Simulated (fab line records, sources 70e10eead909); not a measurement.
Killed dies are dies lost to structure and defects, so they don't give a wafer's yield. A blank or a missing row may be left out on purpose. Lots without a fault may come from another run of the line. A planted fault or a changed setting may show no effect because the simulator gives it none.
Chamber matching | flow nand_harc | NHARC_A_STAIRCASE_ETCHBACK_157 on rie_diel-02: 4 sister chambers
The step etches the open film in CH3F/O2, target depth 90 nm, time 167.14 s. 4 wafers are shown with their chamber, then 8 later ones without.

WAFERS WITH THEIR CHAMBER
wafer  | chamber | drypump_motor_current_A (A)
L081.5 | 1       | 6.1
L081.6 | 2       | 4.8
L084.4 | 0       | 5.6
L089.1 | 3       | 6.1

WAFERS WITHOUT THEIR CHAMBER
wafer  | drypump_motor_current_A (A)
L089.2 | 5.6
L089.3 | 6.0
L093.1 | 6.1
L093.3 | 6.0
L093.5 | 6.0
L095.1 | 6.1
L095.3 | 6.0
L095.4 | 5.5

WHICH CHAMBER EACH WENT THROUGH
wafer  | from the rows above     | in truth
L089.2 | 0                       | 0
L089.3 | can't be placed: 1 or 3 | 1
L093.1 | can't be placed: 1 or 3 | 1
L093.3 | can't be placed: 1 or 3 | 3
L093.5 | can't be placed: 1 or 3 | 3
L095.1 | can't be placed: 1 or 3 | 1
L095.3 | can't be placed: 1 or 3 | 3
L095.4 | 0                       | 0
Placed correctly: 2 of 8. Can't be placed from these rows: 6 (the true chamber is among the candidates in 6). Placed wrongly: 0.
How it was worked out, from the rows above alone: a wafer's distance from a chamber is the root of the sum, over the readings, of the square of ((its reading less the chamber's mean) divided by the reading's scatter). The wafer belongs to the nearest chamber; if the next one is less than 2 further off, it can't be placed. A chamber's mean is the mean of its shown wafers. The scatter: with one shown wafer a chamber, the root of the mean of the squares of how far each hidden wafer lies from its nearest shown one.
